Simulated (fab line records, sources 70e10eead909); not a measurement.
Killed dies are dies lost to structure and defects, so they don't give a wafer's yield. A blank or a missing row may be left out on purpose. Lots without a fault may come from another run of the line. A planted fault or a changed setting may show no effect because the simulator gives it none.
fab line records | flow nand_harc
record lots=13 wafers=39 last_day=35
route steps=1302 shown A_M1@1192 THIN_TSV@1262 END@1302
lots that met no fault: from a run of the same line without faults
start_h: hours from the record's first day to the start of the lot's first wafer shown | wait_h: hours since the lot's step before | " the same as in the row above | L1.1+2: a row that stands for several wafers | - no value, or no start given | * or withheld: withheld | < > ~ a bound
route shown NAME@n: a module of which the file shows steps, and the number in the route of the first | usual: mean/standard deviation of fault-free wafers | same: alike in all rows | chamber/n: place in a boat | sites: the reading at each site | _std_site: their standard deviation | _edge_site: outer sites' mean less inner sites' | radius_mm: how far each site lies from the wafer's centre | mask NAME#n: copy n | behind: the tool/chamber that last shaped the wafer | hold: why the lot was held/for how many hours/how that ended | device: the transistor (n, p or np) that didn't switch | end of line: the same wafers' tests at the end of the route | a step without rows: its recipe alone | killed: dies lost to structure and defects at the first sort, not the wafer's yield | map: a wafer's dies, x killed, . not, _ none there
set.NAME: the setting as run; set.NAME@STEP: as run at that earlier step | model.NAME: the simulator's own value behind a step, which no gauge read
steps of the route over a sample of lots; a table a step, a row a wafer
services: from which hour (start_h, from the record's first day; less than 0 if before it) a tool's chamber was out of use, for how many hours, and why
## steps
# step NHARC_A_M1_PVD_21
# recipe target_thk_a=300 chamber_pressure_pa=5 power_w=5000 substrate_temp_c=30 time_s=20.49 material=Cu
# usual throttle_valve_pct=30.2/1.2
# columns lot.wafer tool chamber start_h wait_h throttle_valve_pct
L202.4 pvd_sputter-02 - 543.94 - 29.7
L202.1 " - " " 31.8
L202.5 " - " " 28.2
L204.3 pvd_sputter-01 - 553.01 - 30.2
L204.4 " - " " 29.8
L204.6 " - " " 29.7
L205.4 pvd_sputter-03 - 558.55 - 31.8
L205.1 " - " " 32.2
L205.6 " - " " 29.6
L208.2 pvd_sputter-03 - 602.92 - 29.0
L208.5 " - " " 29.7
L208.6 " - " " 28.8
L210.3 pvd_sputter-01 - 619.24 - 30.2
L210.2 " - " " 29.9
L210.4 " - " " 28.7
L211.3 pvd_sputter-02 - 622.88 - 31.9
L211.1 " - " " 28.2
L211.5 " - " " 32.1
L213.3 pvd_sputter-01 - 631.70 - 30.4
L213.4 " - " " 28.6
L213.5 " - " " 30.1
L212.3 pvd_sputter-01 - 633.28 - 30.2
L212.2 " - " " 30.0
L212.6 " - " " 29.7
L214.4 pvd_sputter-01 - 656.65 - 28.7
L214.2 " - " " 30.4
L214.5 " - " " 30.2
L218.3 pvd_sputter-02 - 701.46 - 28.9
L218.4 " - " " 31.8
L218.6 " - " " 29.7
L223.2 pvd_sputter-01 - 741.80 - 30.1
L223.1 " - " " 30.4
L223.3 " - " " 29.6
L222.2 pvd_sputter-03 - 769.14 - 30.6
L222.1 " - " " 32.0
L222.5 " - " " 32.1
L224.3 pvd_sputter-02 - 782.29 - 28.8
L224.2 " - " " 29.8
L224.5 " - " " 31.9
# step NHARC_THIN_TSV_ETCH_44
# recipe target_depth_a=15942 time_s=797.1 cf4_flow_sccm=150 o2_flow_sccm=10 ar_flow_sccm=0 rf_w=300 bias_w=800 chemistry=CF4/O2
# usual drypump_motor_current_A=5.8/0.35 oes_product_au=1.006/0.0077 rf_vpp_V=794/6.2 showerhead_plenum_p_Torr=1.83/0.098 throttle_valve_pct=16.914/0.0094
# columns lot.wafer tool chamber start_h wait_h drypump_motor_current_A oes_product_au rf_hours_counter_h rf_vpp_V showerhead_plenum_p_Torr throttle_valve_pct
L202.4 rie_diel-09 2 562.44 0.1 5.6 0.995 3.4 798 1.90 16.907
L202.1 " 1 " " 6.0 1.007 1.6 788 1.74 16.914
L202.5 " 2 " " 5.6 1.006 - 799 1.90 16.910
L204.3 rie_diel-08 3 570.20 0.1 5.9 1.004 1.0 800 1.95 16.920
L204.4 " 0 " " 5.8 1.006 0.8 787 1.72 16.897
L204.6 " 0 " " 5.8 1.003 - 788 1.72 16.930
L205.4 rie_diel-09 1 579.04 0.1 6.0 1.012 2.6 789 1.74 16.901
L205.1 " 3 " " 6.2 1.003 4.6 802 1.96 16.920
L205.6 " 1 " " 6.0 1.007 - 787 1.74 16.912
L208.2 rie_diel-09 2 623.98 0.2 5.6 0.998 6.6 797 1.90 16.923
L208.6 " 0 " " 5.6 1.001 - 788 1.71 16.913
L208.5 " 1 " " 6.0 1.011 - 788 1.74 16.915
L210.3 rie_diel-05 2 637.53 0.1 6.0 1.000 2.3 786 1.72 16.913
L210.4 " 3 " " 5.0 1.009 1.0 788 1.71 16.917
L210.2 " 0 " " 5.5 1.001 2.0 802 1.95 16.911
L211.3 rie_diel-08 0 641.75 0.1 5.8 1.005 4.5 788 1.72 16.911
L211.1 " 1 " " 6.8 0.997 4.4 795 1.84 16.916
L211.5 " 3 " " 5.9 0.998 - 801 1.95 16.922
L212.2 rie_diel-08 3 650.62 0.1 5.9 1.001 5.9 801 1.95 16.923
L212.3 " 2 " " 5.9 1.007 5.5 792 1.79 16.920
L212.6 " 3 " " 5.9 1.007 - 802 1.95 16.914
L213.3 rie_diel-09 1 651.80 0.1 6.0 1.013 6.4 787 1.74 16.919
L213.4 " 2 " " 5.6 0.990 8.2 798 1.90 16.893
L213.5 " 2 " " 5.6 1.003 - 797 1.90 16.915
L214.2 rie_diel-05 0 678.63 0.2 5.5 1.008 3.3 802 1.95 16.920
L214.5 " 3 " " 5.0 1.001 - 786 1.71 16.894
L214.4 " 1 " " 5.9 1.019 - 797 1.88 16.923
L218.3 rie_diel-09 2 720.09 0.2 5.6 1.014 2.2 799 1.89 16.905
L218.4 " 3 " " 6.2 1.004 1.9 802 1.96 16.924
L218.6 " 0 " " 5.6 1.014 - 786 1.71 16.910
L223.3 rie_diel-08 2 764.62 0.1 5.9 1.020 1.9 792 1.79 16.926
L223.2 " 3 " " 5.9 1.008 2.0 801 1.94 16.912
L223.1 " 0 " " 5.8 1.005 1.1 788 1.72 16.903
L222.1 rie_diel-09 0 787.43 0.1 5.6 1.011 5.6 788 1.71 16.917
L222.2 " 2 " " 5.6 1.017 5.5 800 1.89 16.899
L222.5 " 0 " " 5.6 1.014 - 787 1.71 16.926
L224.2 rie_diel-09 0 800.80 0.2 5.6 1.005 6.3 786 1.71 16.920
L224.3 " 1 " " 6.0 1.008 6.4 789 1.74 16.916
L224.5 " 3 " " 6.2 1.007 - 800 1.96 16.911
# step NHARC_THIN_TSV_PRE_CLEAN_54
# recipe time_s=30 temp_c=280 gas=H2/He
# usual heater_power_w=392/36 susceptor_temp_C=279.98/0.2
# columns lot.wafer tool chamber start_h wait_h heater_power_w susceptor_temp_C
L202.4 pvd_sputter-03 - 567.00 0.1 358 -
L202.1 " - " " 366 -
L202.5 " - " " 374 -
L204.3 pvd_sputter-03 - 575.04 0.1 373 279.83
L204.4 " - " " 355 279.76
L204.6 " - " " 363 280.13
L205.1 pvd_sputter-03 - 583.67 0.1 364 -
L205.4 " - " " 430 -
L205.6 " - " " 356 -
L208.2 pvd_sputter-02 - 628.61 0.0 332 279.88
L208.5 " - " " 344 279.93
L208.6 " - " " 418 279.98
L210.2 pvd_sputter-03 - 642.11 0.1 377 280.26
L210.4 " - " " 354 280.19
L210.3 " - " " 443 279.73
L211.3 pvd_sputter-01 - 646.31 0.1 377 279.77
L211.1 " - " " 444 280.02
L211.5 " - " " 408 280.05
L212.3 pvd_sputter-02 - 655.22 0.1 452 280.22
L212.2 " - " " 428 280.18
L212.6 " - " " 385 280.08
L213.4 pvd_sputter-03 - 656.41 0.1 440 279.77
L213.3 " - " " 372 280.11
L213.5 " - " " 362 279.73
L214.4 pvd_sputter-01 - 683.36 0.1 445 -
L214.2 " - " " 375 -
L214.5 " - " " 377 -
L218.4 pvd_sputter-02 - 724.63 0.0 394 279.97
L218.3 " - " " 427 280.22
L218.6 " - " " 387 279.98
L223.2 pvd_sputter-02 - 769.14 0.1 447 -
L223.1 " - " " 421 -
L223.3 " - " " 331 -
L222.1 pvd_sputter-02 - 792.37 0.1 400 280.43
L222.2 " - " " 464 280.07
L222.5 " - " " 424 279.95
L224.2 pvd_sputter-01 - 805.27 0.1 389 279.85
L224.3 " - " " 423 280.04
L224.5 " - " " 393 280.09
# step NHARC_END_SORT_01
# recipe temp_c=25
# usual defect_limited_yield=92.9/2.4 killed_at_array=44/16 killed_at_other=0.6/1.1 killed_at_periphery=3.9/2.6 killed_dies=48/16 killed_open=3.1/1.9 killed_short=2.4/1.8 sort_bin_2_pct=2.6/1 sort_bin_3_pct=0.6/0.39 sort_bin_4_pct=4.0/1.4 sort_n_pass=629/16 sort_rim_yield_pct=89/4.3 sort_yield_pct=92.9/2.4
# same gross_dies=677 sort_bin_5_pct[%]=0 sort_bin_6_pct[%]=0 sort_bin_7_pct[%]=0 sort_bin_8_pct[%]=0 sort_rim_n_gross=106.00
# columns lot.wafer tool chamber start_h wait_h defect_limited_yield[%] killed_at_array killed_at_other killed_at_periphery killed_dies killed_open killed_short sort_bin_2_pct[%] sort_bin_3_pct[%] sort_bin_4_pct[%] sort_n_pass sort_rim_yield_pct[%] sort_yield_pct[%]
L205.1 prober-02 0 593.81 2.5 97.3 18 0 0 18 2 0 1.0 0.3 1.3 659 97 97.3
L205.4 prober-02 0 596.24 3.4 96.8 17 0 5 22 2 2 0.7 0.1 2.4 655 94 96.8
L205.6 prober-02 0 597.87 4.1 96.9 18 0 3 21 5 3 1.0 0.1 1.9 656 93 96.9
L212.2 prober-02 0 668.67 2.8 93.5 39 2 3 44 1 2 2.1 0.3 4.1 633 82 93.5
L212.3 prober-02 0 669.47 3.1 82.0 119 0 3 122 4 0 8.6 3.0 6.5 555 86 82.0
L212.6 prober-02 0 671.87 4.0 93.2 41 2 3 46 5 0 2.2 0.3 4.3 631 94 93.2
L213.3 prober-01 0 669.47 3.1 97.2 18 1 0 19 1 1 1.2 0 1.6 658 92 97.2
L213.4 prober-01 0 670.27 3.4 94.8 30 3 2 35 8 7 1.2 0.3 3.7 642 91 94.8
L213.5 prober-01 0 671.06 3.7 96.3 24 0 1 25 6 2 1.0 0.1 2.5 652 95 96.3
L214.2 prober-01 0 695.93 2.8 92.9 38 0 10 48 7 2 3.0 0.1 4.0 629 90 92.9
L214.4 prober-01 0 697.54 3.4 93.5 38 1 5 44 3 2 1.8 0.9 3.8 633 89 93.5
L214.5 prober-01 0 698.34 3.7 82.7 113 0 4 117 1 3 8.1 3.7 5.5 560 91 82.7
# killed by level:class
L205.1 A_CHANNEL_HOLE_D2:chamber_film_flake=6 A_CONTACT:chamber_film_flake=4 A_CHANNEL_HOLE_D1:chamber_film_flake=3 A_STAIRCASE:chamber_film_flake=3 A_BLC:geometric_particle:open=1 A_M1:geometric_particle:open=1
L205.4 A_CHANNEL_HOLE_D2:chamber_film_flake=9 A_WL_FILL:chamber_film_flake=3 P_GATE:chamber_film_flake=2 A_ZERO_WELL:chamber_film_flake=2 P_CONTACT:geometric_particle:short=1 P_CONTACT:chamber_film_flake=1 P_M1:geometric_particle:open=1 A_ONON_D2:geometric_particle:short=1
L205.6 A_CHANNEL_HOLE_D2:chamber_film_flake=8 A_M0:geometric_particle:open=2 A_CONTACT:chamber_film_flake=2 P_CONTACT:geometric_particle:open=1 P_CONTACT:geometric_particle:short=1 A_SOURCE_PLATE:geometric_particle:open=1 A_ONON_D1:geometric_particle:open=1 A_ONON_D2:geometric_particle:short=1
L212.2 A_SLIT:chamber_film_flake=14 A_CHANNEL_HOLE_D2:chamber_film_flake=12 A_STAIRCASE:chamber_film_flake=5 P_ZERO_WELL:chamber_film_flake=2 THIN_TSV:chamber_film_flake=2 P_M0:geometric_particle:open=1 A_SOURCE_PLATE:geometric_particle:short=1 A_M1:geometric_particle:short=1
L213.3 A_CHANNEL_HOLE_D1:chamber_film_flake=5 A_STAIRCASE:chamber_film_flake=4 A_SLIT:chamber_film_flake=2 A_WL_FILL:chamber_film_flake=2 A_CHANNEL_FILL_D2:geometric_particle:short=1 STARTING-WAFER:geometric_particle:open=1 A_ZERO_WELL:chamber_film_flake=1 A_CHANNEL_FILL_D1:chamber_film_flake=1
L212.3 A_M1:unspecified=78 A_SLIT:chamber_film_flake=16 A_CHANNEL_HOLE_D2:chamber_film_flake=8 A_CHANNEL_HOLE_D1:chamber_film_flake=7 A_STAIRCASE:chamber_film_flake=4 P_ZERO_WELL:chamber_film_flake=2 P_CONTACT:geometric_particle:open=1 A_ONON_D2:geometric_particle:open=1
L213.4 A_CHANNEL_HOLE_D1:chamber_film_flake=6 A_CHANNEL_FILL_D1:chamber_film_flake=3 A_CHANNEL_FILL_D1:geometric_particle:short=2 A_ONON_D2:geometric_particle:short=2 A_CHANNEL_HOLE_D2:chamber_film_flake=2 A_STAIRCASE:chamber_film_flake=2 A_SLIT:chamber_film_flake=2 A_CONTACT:chamber_film_flake=2
L213.5 A_CHANNEL_HOLE_D1:chamber_film_flake=6 A_CONTACT:chamber_film_flake=6 A_SLIT:chamber_film_flake=3 A_STAIRCASE:chamber_film_flake=2 P_M1:geometric_particle:short=1 A_SOURCE_PLATE:geometric_particle:open=1 A_ONON_D1:geometric_particle:open=1 A_ONON_D1:geometric_particle:short=1
L212.6 A_SLIT:chamber_film_flake=15 A_CHANNEL_HOLE_D2:chamber_film_flake=6 A_CONTACT:chamber_film_flake=6 A_STAIRCASE:chamber_film_flake=5 A_CHANNEL_HOLE_D1:chamber_film_flake=3 P_ZERO_WELL:chamber_film_flake=2 THIN_TSV:chamber_film_flake=2 P_M0:geometric_particle:open=1
L214.2 A_SLIT:chamber_film_flake=18 A_CONTACT:chamber_film_flake=7 P_GATE:chamber_film_flake=5 P_M0:geometric_particle:open=3 A_DECK1_JOINT:chamber_film_flake=3 P_CONTACT:geometric_particle:open=2 A_CHANNEL_FILL_D1:geometric_particle:open=1 A_CHANNEL_FILL_D2:geometric_particle:open=1
L214.4 A_SLIT:chamber_film_flake=21 A_CONTACT:chamber_film_flake=5 P_STI:chamber_film_flake=3 A_CHANNEL_HOLE_D1:chamber_film_flake=3 P_GATE:chamber_film_flake=2 A_CHANNEL_HOLE_D1:geometric_particle:short=1 A_CHANNEL_FILL_D1:geometric_particle:open=1 A_DECK1_JOINT:geometric_particle:open=1
L214.5 A_M1:unspecified=79 A_SLIT:chamber_film_flake=20 A_CHANNEL_HOLE_D1:chamber_film_flake=4 A_CHANNEL_FILL_D2:chamber_film_flake=2 A_WL_FILL:chamber_film_flake=2 A_CONTACT:chamber_film_flake=2 P_CONTACT:geometric_particle:short=1 A_ONON_D1:geometric_particle:short=1
## services
# columns tool chamber start_h hours kind
rie_diel-05 1 525.55 23.4 repair
pvd_sputter-03 - 526.06 10.0 pm
rie_diel-05 3 535.63 6.8 repair
rie_diel-05 0 536.30 4.9 repair
rie_diel-05 - 538.78 0.4 repair
rie_diel-09 1 542.39 13.8 repair
pvd_sputter-02 - 544.66 4.3 repair
rie_diel-08 - 544.80 9.0 pm
pvd_sputter-01 - 582.04 10.0 pm
rie_diel-05 - 583.60 9.0 pm
rie_diel-05 3 596.32 17.8 repair
pvd_sputter-02 - 638.06 10.0 pm
pvd_sputter-01 - 638.48 5.0 repair
rie_diel-05 - 645.95 6.1 repair
pvd_sputter-01 - 672.18 4.0 repair
rie_diel-09 - 674.21 9.0 pm
pvd_sputter-03 - 675.07 9.9 repair
pvd_sputter-03 - 704.06 10.0 pm
pvd_sputter-02 - 713.26 3.9 repair
rie_diel-08 - 721.80 9.0 pm
rie_diel-08 0 735.85 4.3 repair
rie_diel-09 3 748.16 3.1 repair
pvd_sputter-01 - 760.04 10.0 pm
pvd_sputter-01 - 787.22 3.9 repair
## key
first_sign step=NHARC_END_SORT_01 reading=killed_at_array direction=up sigmas=4.6 usual=44 struck=116
effect step=NHARC_END_SORT_01 reading=killed_dies direction=up sigmas=4.4 usual=48 struck=120
more_kills_born_at NHARC_A_M1_PVD_21@pvd_sputter-01=157
met_at NHARC_A_M1_PVD_21
struck_lots L212,L214
struck_wafers L212.3,L214.5
not_acting_at NHARC_THIN_TSV_ETCH_44,NHARC_THIN_TSV_PRE_CLEAN_54
onset_between 631.70 633.28
fault kind=chamber_particle_source tool=pvd_sputter-01 chamber=- onset_h=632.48 steps=NHARC_A_M1_PVD_21 rate_per_visit_cm2=0.57757 end_h=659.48 scope=struck_wafers_only
